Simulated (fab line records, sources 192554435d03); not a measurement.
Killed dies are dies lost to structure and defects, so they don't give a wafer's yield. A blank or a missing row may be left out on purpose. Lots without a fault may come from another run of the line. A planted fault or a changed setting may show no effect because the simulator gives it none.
fab line records | flow n5_finfet
record lots=5 wafers=15 last_day=18
route steps=1938 shown BEOL_M13@1665
lots that met no fault: from a run of the same line without faults
start_h: hours from the record's first day to the start of the lot's first wafer shown | wait_h: hours since the lot's step before | " the same as in the row above | L1.1+2: a row that stands for several wafers | - no value, or no start given | * or withheld: withheld | < > ~ a bound
route shown NAME@n: a module of which the file shows steps, and the number in the route of the first | usual: mean/standard deviation of fault-free wafers | same: alike in all rows | chamber/n: place in a boat | sites: the reading at each site | _std_site: their standard deviation | _edge_site: outer sites' mean less inner sites' | radius_mm: how far each site lies from the wafer's centre | mask NAME#n: copy n | behind: the tool/chamber that last shaped the wafer | hold: why the lot was held/for how many hours/how that ended | device: the transistor (n, p or np) that didn't switch | end of line: the same wafers' tests at the end of the route | a step without rows: its recipe alone | killed: dies lost to structure and defects at the first sort, not the wafer's yield | map: a wafer's dies, x killed, . not, _ none there
set.NAME: the setting as run; set.NAME@STEP: as run at that earlier step | model.NAME: the simulator's own value behind a step, which no gauge read
lots at some steps of the route; a table a step, a row a wafer
services: from which hour (start_h, from the record's first day; less than 0 if before it) a tool's chamber was out of use, for how many hours, and why
## steps
# step N5_BEOL_M13_EXPOSE_07
# recipe mask_id=V12 na=0.93 source_shape=conventional sigma_outer=0.6 polarization=unpolarized attpsm_phase_deg=180 dose_mj=24.8
# usual reticle_temp_C=23.01/0.1
# columns lot.wafer tool chamber start_h wait_h mask reticle_temp_C
L074.2 krf_scanner-02 0 243.75 - V12#0 23.20
L074.3 " 0 " " V12#0 23.14
L074.5 " 0 " " V12#0 23.01
L080.2 krf_scanner-01 0 305.66 - V12#0 22.92
L080.4 " 0 " " V12#0 23.00
L080.5 " 0 " " V12#0 22.90
L086.2 krf_scanner-01 0 337.83 - V12#0 23.09
L086.4 " 0 " " V12#0 22.98
L086.6 " 0 " " V12#0 23.01
L093.1 krf_scanner-02 0 384.18 - V12#0 23.13
L093.3 " 0 " " V12#0 23.12
L093.4 " 0 " " V12#0 23.05
L092.1 krf_scanner-02 0 384.69 - V12#0 22.96
L092.2 " 0 " " V12#0 22.99
L092.4 " 0 " " V12#0 23.00
# step N5_BEOL_M13_PEB_08
# recipe peb_temp_c=130 peb_time_s=90
# usual heater_power_total_W=172.5/0.74 resist_line_temp_C=23.00/0.1
# same peb_time_s=90
# columns lot.wafer tool chamber start_h wait_h heater_power_total_W resist_line_temp_C
L074.2 litho_track-02 0 243.80 0.0 172.6 22.97
L074.3 " 0 " " 172.6 22.99
L074.5 " 0 " " 173.3 23.05
L080.2 litho_track-03 0 305.71 0.0 172.3 22.91
L080.4 " 0 " " 173.6 22.93
L080.5 " 0 " " 174.0 22.83
L086.2 litho_track-02 0 337.88 0.0 172.3 22.98
L086.4 " 0 " " 170.8 23.01
L086.6 " 0 " " 172.6 23.02
L093.1 litho_track-02 0 384.24 0.1 171.6 23.10
L093.3 " 0 " " 172.0 23.19
L093.4 " 0 " " 172.7 23.09
L092.1 litho_track-03 0 384.75 0.1 172.7 22.98
L092.2 " 0 " " 173.8 22.99
L092.4 " 0 " " 170.8 22.91
# step N5_BEOL_M13_DEVELOP_09
# recipe develop_time_s=45 rinse_liquid=diw dry=air_spin dev_temp_c=21
# usual resist_line_temp_C=22.98/0.11
# columns lot.wafer tool chamber start_h wait_h resist_line_temp_C
L074.2 litho_track-02 0 - - 23.05
L074.3 " 0 " " 23.14
L074.5 " 0 " " 23.21
L080.2 litho_track-03 0 - - 23.00
L080.4 " 0 " " 23.10
L080.5 " 0 " " 22.89
L086.2 litho_track-02 0 - - 22.91
L086.4 " 0 " " 22.90
L086.6 " 0 " " 22.98
L093.1 litho_track-02 0 - - 22.79
L093.3 " 0 " " 22.92
L093.4 " 0 " " 23.01
L092.1 litho_track-03 0 - - 23.14
L092.2 " 0 " " 23.08
L092.4 " 0 " " 23.05
# step N5_BEOL_M13_HARDBAKE_14
# recipe temp_c=130 time_s=120
# usual heater_power_total_W=148.1/0.83 resist_line_temp_C=23.01/0.11
# columns lot.wafer tool chamber start_h wait_h heater_power_total_W resist_line_temp_C
L074.2 litho_track-02 0 - - 148.6 22.94
L074.3 " 0 " " 148.9 23.11
L074.5 " 0 " " 149.1 22.86
L080.2 litho_track-03 0 - - 147.7 23.18
L080.4 " 0 " " 149.5 23.00
L080.5 " 0 " " 147.1 23.10
L086.2 litho_track-02 0 - - 148.3 22.93
L086.4 " 0 " " 148.9 23.00
L086.6 " 0 " " 148.0 22.78
L093.1 litho_track-02 0 - - 148.1 22.91
L093.3 " 0 " " 146.8 22.86
L093.4 " 0 " " 147.6 23.09
L092.1 litho_track-03 0 - - 147.4 23.20
L092.2 " 0 " " 147.2 23.05
L092.4 " 0 " " 148.1 22.96
# step N5_BEOL_M13_CD_MEAS_10
# recipe target_cd_nm=190 landing_energy_ev=500 detector=se_inlens polarity=opening
# usual cd_nm=189.2/1.4
# same landing_energy_ev=500
# columns lot.wafer tool chamber start_h wait_h cd_nm
L074.2 cd_sem-01 0 243.92 - 190.4
L074.3 " 0 " " 190.5
L074.5 " 0 " " 190.4
L080.2 cd_sem-03 0 305.83 - 188.3
L080.4 " 0 " " 188.5
L080.5 " 0 " " 189.3
L086.2 cd_sem-03 0 338.00 - 190.4
L086.4 " 0 " " 190.1
L086.6 " 0 " " 190.5
L093.1 cd_sem-02 0 384.35 - 189.0
L093.3 " 0 " " 189.3
L093.4 " 0 " " 188.7
L092.1 cd_sem-01 0 384.86 - 188.2
L092.2 " 0 " " 188.4
L092.4 " 0 " " 188.1
# step N5_BEOL_M13_OVL_MEAS_11
# recipe points_per_wafer=44
# usual V12_OVL=1/4.3
# columns lot.wafer tool chamber start_h wait_h V12_OVL[nm]
L074.2 overlay-01 0 243.95 0.0 2
L074.3 " 0 " " -2
L074.5 " 0 " " -8
L080.2 overlay-01 0 305.86 0.0 -1
L080.4 " 0 " " -3
L080.5 " 0 " " -1
L086.2 overlay-01 0 338.03 0.0 -5
L086.4 " 0 " " -2
L086.6 " 0 " " -2
L093.1 overlay-02 0 384.38 0.0 1
L093.3 " 0 " " -1
L093.4 " 0 " " 0
L092.1 overlay-02 0 384.89 0.0 -4
L092.2 " 0 " " 1
L092.4 " 0 " " 0
# step N5_BEOL_M13_INSPECT_12
# recipe mode=adi inspect_instrument=macro
# usual raw_defect_count=2.0/1.5
# columns lot.wafer tool chamber start_h wait_h raw_defect_count
L074.2 defect_inspect-01 - 243.97 0.0 0
L074.3 " - " " 1
L074.5 " - " " 4
L080.2 defect_inspect-01 - 305.88 0.0 2
L080.4 " - " " 3
L080.5 " - " " 1
L086.2 defect_inspect-02 - 338.05 0.0 0
L086.4 " - " " 4
L086.6 " - " " 0
L093.1 defect_inspect-01 - 384.41 0.0 3
L093.3 " - " " 0
L093.4 " - " " 4
L092.1 defect_inspect-02 - 384.92 0.0 2
L092.2 " - " " 2
L092.4 " - " " 1
# step N5_BEOL_M13_DESCUM_15
# recipe chemistry=O2 time_s=7.9 source_power_w=50 bias_power_w=20 pressure_mtorr=20 rf_frequency_hz=2.712e+07 temp_c=40 o2_flow_sccm=225
# usual drypump_motor_current_A=5.9/0.68 oes_product_au=0.75/0.056 rf_fwd_power_W=49.30/0.25 rf_vpp_V=242.7/1.1 showerhead_plenum_p_Torr=2.07/0.054 throttle_valve_pct=20.32/0.2
# columns lot.wafer tool chamber start_h wait_h drypump_motor_current_A oes_product_au rf_fwd_power_W rf_hours_counter_h rf_vpp_V showerhead_plenum_p_Torr throttle_valve_pct
L074.2 rie_diel-04 2 244.02 0.1 6.5 0.86 49.21 34 241.7 2.06 20.25
L074.3 " 0 " " 5.4 0.71 49.39 206 243.2 2.17 20.37
L074.5 " 2 " " 6.5 0.86 49.14 - 241.7 2.06 20.25
L080.2 rie_diel-01 2 305.91 0.0 5.2 0.68 49.27 198 244.3 2.06 20.07
L080.4 " 0 " " 5.6 0.77 49.70 154 241.5 2.10 20.58
L080.5 " 3 " " 6.4 0.82 49.26 - 243.1 2.04 20.40
L086.2 rie_diel-03 3 338.08 0.0 6.5 0.68 48.87 243 242.3 2.03 20.34
L086.4 " 2 " " 6.6 0.72 49.39 218 241.2 2.00 20.65
L086.6 " 0 " " 6.4 0.77 49.44 - 244.0 2.09 20.27
L093.1 rie_diel-04 1 384.50 0.1 4.7 0.70 49.54 214 244.1 2.16 20.38
L093.3 " 3 " " 6.7 0.78 49.14 119 241.7 2.02 20.42
L093.4 " 0 " " 5.4 0.69 49.24 243 242.7 2.15 20.43
L092.1 rie_diel-01 2 384.95 0.0 5.2 0.67 49.35 222 242.1 2.05 20.11
L092.2 " 0 " " 5.6 0.75 49.39 178 242.4 2.09 20.61
L092.4 " 0 " " 5.6 0.75 49.61 - 243.5 2.09 20.60
# step N5_BEOL_M13_ETCH_59
# recipe chemistry=N2/H2 target=BARC target_depth_a=890 overetch_a=267 time_s=67.9 ion_energy_ev=200 pressure_mtorr=30 source_w=840 bias_w=150 n2_flow_sccm=200 h2_flow_sccm=200
# usual drypump_motor_current_A=5.9/0.68 oes_product_au=0.65/0.045 rf_fwd_power_W=832/3.3 rf_vpp_V=523.2/2.1 showerhead_plenum_p_Torr=2.51/0.072 throttle_valve_pct=17.77/0.23
# columns lot.wafer tool chamber start_h wait_h drypump_motor_current_A oes_product_au rf_fwd_power_W rf_hours_counter_h rf_vpp_V showerhead_plenum_p_Torr throttle_valve_pct
L074.2 rie_diel-04 2 244.06 0.0 6.5 0.74 832 34 522.1 2.47 17.41
L074.3 " 0 " " 5.4 0.61 833 206 526.5 2.64 17.85
L074.5 " 2 " " 6.5 0.74 831 - 523.3 2.47 17.42
L080.2 rie_diel-01 2 305.95 0.0 5.2 0.61 836 198 523.3 2.52 17.68
L080.4 " 0 " " 5.6 0.66 838 154 524.4 2.54 17.88
L080.5 " 3 " " 6.4 0.71 833 - 520.2 2.48 17.82
L086.2 rie_diel-03 3 338.12 0.0 6.4 0.60 828 243 522.0 2.51 18.08
L086.4 " 2 " " 6.6 0.62 833 218 519.8 2.40 18.03
L086.6 " 0 " " 6.4 0.67 833 - 524.2 2.55 17.81
L093.1 rie_diel-04 1 384.54 0.0 4.7 0.59 833 214 526.8 2.64 17.95
L093.3 " 3 " " 6.7 0.66 832 119 522.0 2.45 17.89
L093.4 " 0 " " 5.4 0.59 834 243 527.1 2.62 17.92
L092.1 rie_diel-01 2 385.00 0.0 5.2 0.59 833 223 521.7 2.51 17.71
L092.2 " 0 " " 5.6 0.64 837 178 522.1 2.53 17.91
L092.4 " 0 " " 5.6 0.64 833 - 523.9 2.53 17.95
# step N5_BEOL_M13_VIA_ETCH_16
# recipe chemistry=C4F8/O2/Ar target=SiOC pressure_mtorr=30 source_w=3000 bias_w=700 Ar_flow_sccm=400 C4F8_flow_sccm=15 O2_flow_sccm=8 he_inner_torr=15 he_outer_torr=30 target_depth_a=9217 time_s=withheld ion_energy_ev=250 ends=cleared
# usual drypump_motor_current_A=5.9/0.67 oes_product_au=0.68/0.051 rf_fwd_power_W=2993/9.9 rf_vpp_V=664.5/2.5 showerhead_plenum_p_Torr=3.38/0.082 throttle_valve_pct=24.05/0.2
# columns lot.wafer tool chamber start_h wait_h drypump_motor_current_A oes_product_au rf_fwd_power_W rf_vpp_V showerhead_plenum_p_Torr throttle_valve_pct
L074.2 rie_diel-04 2 244.11 0.0 6.5 0.78 3003 663.8 3.34 23.86
L074.3 " 0 " " 5.4 0.64 2989 668.9 3.50 23.96
L074.5 " 2 " " 6.5 0.77 2982 664.2 3.34 23.86
L080.2 rie_diel-01 2 306.00 0.0 5.2 0.62 2979 663.6 3.41 23.98
L080.4 " 0 " " 5.6 0.69 3002 665.0 3.44 24.36
L080.5 " 3 " " 6.5 0.75 2984 663.2 3.34 24.23
L086.2 rie_diel-03 3 338.17 0.0 6.4 0.63 2971 664.5 3.34 24.11
L086.4 " 2 " " 6.6 0.65 2982 660.7 3.25 24.30
L086.6 " 0 " " 6.4 0.70 3003 665.7 3.39 23.91
L093.1 rie_diel-04 1 384.59 0.0 4.7 0.63 3003 668.7 3.51 24.06
L093.3 " 3 " " 6.8 0.71 2998 662.0 3.30 24.15
L093.4 " 0 " " 5.4 0.62 2993 666.8 3.48 24.01
L092.1 rie_diel-01 2 385.08 0.1 5.2 0.60 2996 664.9 3.39 24.00
L092.2 " 0 " " 5.6 0.67 3006 665.7 3.42 24.38
L092.4 " 0 " " 5.6 0.68 2993 665.6 3.42 24.40
# step N5_BEOL_M13_STRIP_63
# recipe chemistry=N2/H2 power_w=1000 temp_c=250 h2_frac=0.65 overash_fraction=0.3 pressure_mtorr=1000 n2_flow_sccm=1750 h2_flow_sccm=3250
# usual drypump_motor_current_A=5.97/0.11 heater_power_w=314/33 oes_product_au=0.675/0.005 strip_time_to_endpoint_s=28.1/1.1
# columns lot.wafer tool chamber start_h wait_h drypump_motor_current_A heater_power_w oes_product_au rf_hours_counter_h strip_time_to_endpoint_s
L074.2 plasma_asher-01 1 244.34 - 5.91 334 0.670 125 28.6
L074.3 " 1 " " 5.90 326 0.668 - 27.8
L074.5 " 0 " " 6.09 338 0.675 - 28.4
L080.2 plasma_asher-01 0 306.24 - 6.06 344 0.673 138 28.5
L080.4 " 1 " " 5.89 328 0.680 - 26.3
L080.5 " 1 " " 5.93 327 0.674 - 26.5
L086.2 plasma_asher-02 0 338.41 - 6.03 248 0.679 83 29.3
L086.4 " 0 " " 6.04 248 0.674 - 27.1
L086.6 " 1 " " 5.78 282 0.685 - 28.6
L093.1 plasma_asher-01 0 384.82 - 6.08 339 0.679 154 28.3
L093.3 " 1 " " 5.92 326 0.679 - 27.0
L093.4 " 0 " " 6.09 347 0.671 - 26.6
L092.1 plasma_asher-02 0 385.42 - 6.04 248 0.681 90 28.0
L092.2 " 1 " " 5.77 285 0.673 90 27.7
L092.4 " 0 " " 6.03 252 0.670 - 25.7
# step N5_BEOL_M13_STRIP_64
# recipe chemistry=N2/H2 power_w=1000 temp_c=250 h2_frac=0.65 overash_fraction=0.3 pressure_mtorr=withheld n2_flow_sccm=1750 h2_flow_sccm=3250
# usual drypump_motor_current_A=5.97/0.11 heater_power_w=314/33 oes_product_au=0.715/0.0046 strip_time_to_endpoint_s=31.33/0.071
# columns lot.wafer tool chamber start_h wait_h drypump_motor_current_A heater_power_w oes_product_au rf_hours_counter_h strip_time_to_endpoint_s
L074.2 plasma_asher-01 1 244.40 0.0 5.88 324 0.719 125 31.37
L074.3 " 1 " " 5.91 326 0.717 - 31.36
L074.5 " 0 " " 6.10 342 0.722 - 31.40
L080.2 plasma_asher-01 0 306.30 0.0 6.07 343 0.715 138 31.36
L080.4 " 1 " " 5.92 337 0.720 - 31.32
L080.5 " 1 " " 5.88 339 0.712 - 31.41
L086.2 plasma_asher-02 0 338.47 0.0 6.03 242 0.717 83 31.32
L086.4 " 0 " " 6.05 250 0.718 - 31.27
L086.6 " 1 " " 5.77 284 0.714 - 31.30
L093.1 plasma_asher-01 0 384.88 0.0 6.08 332 0.716 155 31.28
L093.3 " 1 " " 5.88 333 0.717 - 31.33
L093.4 " 0 " " 6.10 341 0.707 - 31.32
L092.1 plasma_asher-02 0 385.48 0.0 6.03 252 0.723 91 31.19
L092.2 " 1 " " 5.76 275 0.715 91 31.25
L092.4 " 0 " " 6.03 252 0.709 - 31.17
# step N5_BEOL_M13_STRIP_71
# recipe chemistry=post_etch_residue_remover time_s=60 temp_c=25 remover_ph=withheld remover_water_wt_pct=withheld remover_fluoride_wt_pct=withheld
# columns lot.wafer tool chamber start_h wait_h
L074.2+3+5 wet_bench-02 4,3,0 244.49 0.1
L080.2+4+5 wet_bench-06 0,6,7 306.38 0.1
L086.2+4+6 wet_bench-06 4,6,1 338.55 0.1
L093.1+3+4 wet_bench-06 0,5,4 384.97 0.1
L092.1+2+4 wet_bench-05 3,2,4 385.57 0.1
# step N5_BEOL_M13_SRD_72
# recipe time_s=30 temp_c=23 rinse_liquid=diw dry=n2_spin spin_rpm=1500 dry_time_s=30
# columns lot.wafer tool chamber start_h wait_h
L074.2+3+5 wet_bench-02 4,3,0 244.51 0.0
L080.2+4+5 wet_bench-06 0,6,7 306.40 0.0
L086.2+4+6 wet_bench-06 4,6,1 338.57 0.0
L093.1+3+4 wet_bench-06 0,5,4 384.99 0.0
L092.1+2+4 wet_bench-05 3,2,4 385.59 0.0
# step N5_BEOL_M13_CD_MEAS_17
# recipe target_cd_nm=190 polarity=opening
# usual cd_nm=189.1/1.6
# columns lot.wafer tool chamber start_h wait_h cd_nm
L074.2 cd_sem-01 - 244.55 0.0 190.6
L074.3 " - " " 189.6
L074.5 " - " " 190.6
L080.2 cd_sem-01 - 306.44 0.0 188.4
L080.4 " - " " 188.8
L080.5 " - " " 189.7
L086.2 cd_sem-03 - 338.62 0.0 189.9
L086.4 " - " " 191.1
L086.6 " - " " 188.5
L093.1 cd_sem-01 - 385.03 0.0 188.3
L093.3 " - " " 189.6
L093.4 " - " " 186.9
L092.1 cd_sem-01 - 385.63 0.0 189.0
L092.2 " - " " 188.7
L092.4 " - " " 188.2
# step N5_BEOL_M13_COAT_65
# recipe resist=SOC temp_c=250 time_s=60 spin_rpm=1500 resist_thk_nm=350
# usual heater_power_total_W=500.2/1.9 resist_line_temp_C=22.97/0.096
# columns lot.wafer tool chamber start_h wait_h heater_power_total_W resist_line_temp_C
L074.2 litho_track-02 0 244.59 0.0 501.7 23.02
L074.3 " 0 " " 502.3 23.02
L074.5 " 0 " " 498.7 22.84
L080.2 litho_track-03 0 306.48 0.0 497.8 23.10
L080.4 " 0 " " 497.8 23.11
L080.5 " 0 " " 499.0 22.84
L086.2 litho_track-02 0 338.65 0.0 503.1 22.85
L086.4 " 0 " " 502.1 22.92
L086.6 " 0 " " 502.4 22.94
L093.1 litho_track-03 0 385.07 0.0 498.9 23.15
L093.3 " 0 " " 499.2 23.15
L093.4 " 0 " " 501.2 23.05
L092.1 litho_track-03 0 385.67 0.0 501.3 22.95
L092.2 " 0 " " 501.8 22.94
L092.4 " 0 " " 503.0 22.88
# step N5_BEOL_M13_COAT_66
# recipe resist=SiARC temp_c=220 time_s=60 spin_rpm=1500 resist_thk_nm=110
# usual heater_power_total_W=427.4/2.1 resist_line_temp_C=23.00/0.11
# columns lot.wafer tool chamber start_h wait_h heater_power_total_W resist_line_temp_C
L074.2 litho_track-02 0 - - 429.5 22.88
L074.3 " 0 " " 425.1 23.01
L074.5 " 0 " " 428.9 22.76
L080.2 litho_track-03 0 - - 429.8 23.18
L080.4 " 0 " " 426.1 23.01
L080.5 " 0 " " 429.5 23.02
L086.2 litho_track-02 0 - - 427.9 22.99
L086.4 " 0 " " 428.0 23.05
L086.6 " 0 " " 430.6 22.83
L093.1 litho_track-03 0 - - 426.3 23.00
L093.3 " 0 " " 425.9 23.18
L093.4 " 0 " " 430.4 22.80
L092.1 litho_track-03 0 - - 427.4 23.01
L092.2 " 0 " " 427.3 22.91
L092.4 " 0 " " 424.6 22.85
# step N5_BEOL_M13_COAT_22
# recipe spin_rpm=2888 resist_thk_nm=300
# usual resist_line_temp_C=23.01/0.11
# columns lot.wafer tool chamber start_h wait_h resist_line_temp_C
L074.2 litho_track-02 0 - - 23.05
L074.3 " 0 " " 23.10
L074.5 " 0 " " 23.12
L080.2 litho_track-03 0 - - 22.89
L080.4 " 0 " " 22.82
L080.5 " 0 " " 23.16
L086.2 litho_track-02 0 - - 23.18
L086.4 " 0 " " 23.05
L086.6 " 0 " " 23.27
L093.1 litho_track-03 0 - - 22.83
L093.3 " 0 " " 22.82
L093.4 " 0 " " 23.05
L092.1 litho_track-03 0 - - 23.04
L092.2 " 0 " " 23.01
L092.4 " 0 " " 23.13
# step N5_BEOL_M13_EBR_24
# recipe solvent=PGMEA ebr_width_mm=1.5
# usual resist_line_temp_C=23.00/0.12
# columns lot.wafer tool chamber start_h wait_h resist_line_temp_C
L074.2 litho_track-02 0 - - 22.75
L074.3 " 0 " " 22.94
L074.5 " 0 " " 22.99
L080.2 litho_track-03 0 - - 22.85
L080.4 " 0 " " 22.84
L080.5 " 0 " " 22.81
L086.2 litho_track-02 0 - - 22.98
L086.4 " 0 " " 22.98
L086.6 " 0 " " 22.92
L093.1 litho_track-03 0 - - 23.11
L093.3 " 0 " " 23.02
L093.4 " 0 " " 22.97
L092.1 litho_track-03 0 - - 23.02
L092.2 " 0 " " 23.10
L092.4 " 0 " " 23.22
# step N5_BEOL_M13_SOFTBAKE_23
# recipe temp_c=130 time_s=60
# usual heater_power_total_W=218.8/1.6 resist_line_temp_C=22.98/0.1
# columns lot.wafer tool chamber start_h wait_h heater_power_total_W resist_line_temp_C
L074.2 litho_track-02 0 - - 217.9 23.06
L074.3 " 0 " " 220.8 22.86
L074.5 " 0 " " 218.3 23.00
L080.2 litho_track-03 0 - - 219.0 22.95
L080.4 " 0 " " 220.5 22.98
L080.5 " 0 " " 218.4 23.12
L086.2 litho_track-02 0 - - 218.5 22.96
L086.4 " 0 " " 220.1 23.08
L086.6 " 0 " " 218.0 23.12
L093.1 litho_track-03 0 - - 218.2 23.09
L093.3 " 0 " " 217.3 23.03
L093.4 " 0 " " 218.2 23.20
L092.1 litho_track-03 0 - - 220.8 22.90
L092.2 " 0 " " 220.6 23.02
L092.4 " 0 " " 220.7 23.01
# step N5_BEOL_M13_EXPOSE_25
# recipe mask_id=M13 na=0.93 source_shape=conventional sigma_outer=0.4 polarization=unpolarized target_cd_nm=210 dose_mj=22
# usual reticle_temp_C=22.98/0.11
# columns lot.wafer tool chamber start_h wait_h mask reticle_temp_C
L074.2 krf_scanner-02 0 244.71 - M13#0 23.04
L074.3 " 0 " " M13#0 23.09
L074.5 " 0 " " M13#0 22.84
L080.2 krf_scanner-01 0 306.60 - M13#0 23.15
L080.4 " 0 " " M13#0 22.95
L080.5 " 0 " " M13#0 23.13
L086.2 krf_scanner-01 0 338.78 - M13#0 22.91
L086.4 " 0 " " M13#0 22.86
L086.6 " 0 " " M13#0 22.68
L093.1 krf_scanner-02 0 385.18 - M13#0 22.98
L093.3 " 0 " " M13#0 23.10
L093.4 " 0 " " M13#0 23.11
L092.1 krf_scanner-02 0 385.79 - M13#0 23.01
L092.2 " 0 " " M13#0 23.05
L092.4 " 0 " " M13#0 23.13
# step N5_BEOL_M13_PEB_26
# recipe peb_temp_c=130 peb_time_s=90
# usual heater_power_total_W=172.3/0.76 resist_line_temp_C=23.02/0.1
# same peb_time_s=90
# columns lot.wafer tool chamber start_h wait_h heater_power_total_W resist_line_temp_C
L074.2 litho_track-02 0 244.76 0.0 173.5 23.01
L074.3 " 0 " " 172.5 23.03
L074.5 " 0 " " 172.3 23.10
L080.2 litho_track-03 0 306.66 0.0 172.3 22.95
L080.4 " 0 " " 173.0 23.07
L080.5 " 0 " " 173.2 23.12
L086.2 litho_track-03 0 338.83 0.0 171.8 23.00
L086.4 " 0 " " 171.1 22.97
L086.6 " 0 " " 174.0 23.04
L093.1 litho_track-03 0 385.24 0.1 172.7 23.00
L093.3 " 0 " " 173.2 22.90
L093.4 " 0 " " 172.2 23.10
L092.1 litho_track-03 0 385.84 0.1 172.4 22.75
L092.2 " 0 " " 171.7 22.95
L092.4 " 0 " " 172.3 23.03
# step N5_BEOL_M13_DEVELOP_27
# recipe develop_time_s=45 rinse_liquid=diw dry=air_spin dev_temp_c=21
# usual resist_line_temp_C=22.97/0.098
# columns lot.wafer tool chamber start_h wait_h resist_line_temp_C
L074.2 litho_track-02 0 - - 23.04
L074.3 " 0 " " 23.06
L074.5 " 0 " " 23.16
L080.2 litho_track-03 0 - - 22.90
L080.4 " 0 " " 22.97
L080.5 " 0 " " 22.93
L086.2 litho_track-03 0 - - 22.98
L086.4 " 0 " " 23.02
L086.6 " 0 " " 22.95
L093.1 litho_track-03 0 - - 23.02
L093.3 " 0 " " 22.97
L093.4 " 0 " " 22.95
L092.1 litho_track-03 0 - - 22.96
L092.2 " 0 " " 23.02
L092.4 " 0 " " 23.08
# step N5_BEOL_M13_HARDBAKE_32
# recipe temp_c=130 time_s=120
# usual heater_power_total_W=148.1/0.92 resist_line_temp_C=22.97/0.12
# columns lot.wafer tool chamber start_h wait_h heater_power_total_W resist_line_temp_C
L074.2 litho_track-02 0 - - 146.8 23.30
L074.3 " 0 " " 148.7 23.02
L074.5 " 0 " " 149.0 23.01
L080.2 litho_track-03 0 - - 149.4 22.87
L080.4 " 0 " " 148.4 22.80
L080.5 " 0 " " 148.2 22.89
L086.2 litho_track-03 0 - - 147.6 23.06
L086.4 " 0 " " 147.4 23.13
L086.6 " 0 " " 149.0 22.94
L093.1 litho_track-03 0 - - 146.4 23.03
L093.3 " 0 " " 149.0 23.30
L093.4 " 0 " " 148.6 23.08
L092.1 litho_track-03 0 - - 149.1 23.12
L092.2 " 0 " " 148.4 23.03
L092.4 " 0 " " 147.4 23.14
# step N5_BEOL_M13_CD_MEAS_28
# recipe target_cd_nm=209.5 landing_energy_ev=500 detector=se_inlens
# usual cd_nm=209.8/1.5
# same landing_energy_ev=500
# columns lot.wafer tool chamber start_h wait_h cd_nm
L074.2 cd_sem-03 0 244.88 - 207.4
L074.3 " 0 " " 206.4
L074.5 " 0 " " 207.7
L080.2 cd_sem-03 0 306.77 - 211.1
L080.4 " 0 " " 210.1
L080.5 " 0 " " 210.7
L086.2 cd_sem-01 0 338.94 - 211.5
L086.4 " 0 " " 212.2
L086.6 " 0 " " 211.7
L093.1 cd_sem-02 0 385.36 - 211.8
L093.3 " 0 " " 211.1
L093.4 " 0 " " 211.4
L092.1 cd_sem-03 0 385.96 - 211.4
L092.2 " 0 " " 213.3
L092.4 " 0 " " 211.7
# step N5_BEOL_M13_OVL_MEAS_29
# recipe points_per_wafer=44
# usual M13_OVL=-2/6.4
# columns lot.wafer tool chamber start_h wait_h M13_OVL[nm]
L074.2 overlay-02 0 244.91 0.0 -1
L074.3 " 0 " " -6
L074.5 " 0 " " -4
L080.2 overlay-02 0 306.80 0.0 0
L080.4 " 0 " " 6
L080.5 " 0 " " 9
L086.2 overlay-02 0 338.97 0.0 -7
L086.4 " 0 " " -8
L086.6 " 0 " " -6
L093.1 overlay-01 0 385.39 0.0 -2
L093.3 " 0 " " -9
L093.4 " 0 " " -20
L092.1 overlay-02 0 385.99 0.0 -6
L092.2 " 0 " " 0
L092.4 " 0 " " 5
# step N5_BEOL_M13_INSPECT_30
# recipe mode=adi inspect_instrument=macro
# usual raw_defect_count=2.2/1.4
# columns lot.wafer tool chamber start_h wait_h raw_defect_count
L074.2 defect_inspect-01 - 244.93 0.0 1
L074.3 " - " " 3
L074.5 " - " " 3
L080.2 defect_inspect-02 - 306.82 0.0 2
L080.4 " - " " 0
L080.5 " - " " 1
L086.2 defect_inspect-01 - 339.00 0.0 3
L086.4 " - " " 3
L086.6 " - " " 2
L093.1 defect_inspect-01 - 385.41 0.0 2
L093.3 " - " " 1
L093.4 " - " " 1
L092.1 defect_inspect-01 - 386.01 0.0 5
L092.2 " - " " 4
L092.4 " - " " 2
# step N5_BEOL_M13_DESCUM_33
# recipe chemistry=O2 time_s=7.9 source_power_w=50 bias_power_w=20 pressure_mtorr=20 rf_frequency_hz=2.712e+07 temp_c=40 o2_flow_sccm=225
# usual drypump_motor_current_A=5.9/0.71 oes_product_au=0.75/0.051 rf_fwd_power_W=49.31/0.21 rf_vpp_V=242.9/1.3 showerhead_plenum_p_Torr=2.07/0.056 throttle_valve_pct=20.33/0.19
# columns lot.wafer tool chamber start_h wait_h drypump_motor_current_A oes_product_au rf_fwd_power_W rf_hours_counter_h rf_vpp_V showerhead_plenum_p_Torr throttle_valve_pct
L074.2 rie_diel-04 2 245.18 0.2 6.5 0.85 49.51 34 243.5 2.06 20.26
L074.3 " 0 " " 5.4 0.71 49.38 207 244.2 2.17 20.39
L074.5 " 1 " " 4.7 0.73 49.35 - 243.7 2.18 20.33
L080.2 rie_diel-03 1 306.86 0.0 5.3 0.79 49.09 76 244.0 2.12 19.95
L080.4 " 0 " " 6.4 0.77 49.43 124 243.9 2.09 20.26
L080.5 " 1 " " 5.3 0.80 49.24 - 243.5 2.12 19.95
L086.2 rie_diel-03 1 339.03 0.0 5.3 0.79 49.27 85 242.4 2.11 19.96
L086.4 " 2 " " 6.6 0.72 49.38 219 242.2 2.00 20.64
L086.6 " 1 " " 5.3 0.79 49.18 - 243.4 2.11 19.96
L093.1 rie_diel-03 1 385.44 0.0 5.3 0.77 49.28 104 241.9 2.11 19.99
L093.3 " 0 " " 6.4 0.75 49.57 152 244.7 2.08 20.29
L093.4 " 0 " " 6.4 0.75 49.55 - 243.3 2.08 20.30
L092.1 rie_diel-03 2 386.24 0.2 6.6 0.71 49.37 238 238.5 1.99 20.67
L092.2 " 1 " " 5.4 0.77 49.00 105 242.9 2.11 19.98
L092.4 " 2 " " 6.6 0.71 49.24 - 240.1 1.99 20.67
## services
# columns tool chamber start_h hours kind
rie_diel-01 3 233.71 4.6 repair
krf_scanner-01 - 241.47 5.5 pm
rie_diel-03 - 247.81 0.9 repair
krf_scanner-02 - 249.46 1.5 repair
plasma_asher-02 - 275.42 2.4 repair
krf_scanner-01 - 288.22 0.9 repair
rie_diel-03 1 292.57 11.4 repair
krf_scanner-02 - 303.17 0.3 repair
rie_diel-04 - 307.34 1.1 repair
krf_scanner-01 - 311.56 1.0 pm
rie_diel-03 3 329.30 4.3 repair
krf_scanner-01 - 329.42 0.8 pm
plasma_asher-01 - 329.49 0.4 repair
rie_diel-04 3 332.64 7.5 repair
rie_diel-04 0 334.08 6.7 repair
krf_scanner-02 - 336.97 1.0 pm
krf_scanner-02 - 340.97 0.8 pm
krf_scanner-02 - 346.07 0.5 repair
rie_diel-03 3 348.00 1.3 repair
krf_scanner-02 - 356.03 1.3 pm
wet_bench-06 - 359.50 3.6 repair
krf_scanner-01 - 367.01 4.0 pm
rie_diel-01 3 380.65 7.9 repair
krf_scanner-01 - 383.14 7.2 pm
## key
fault none
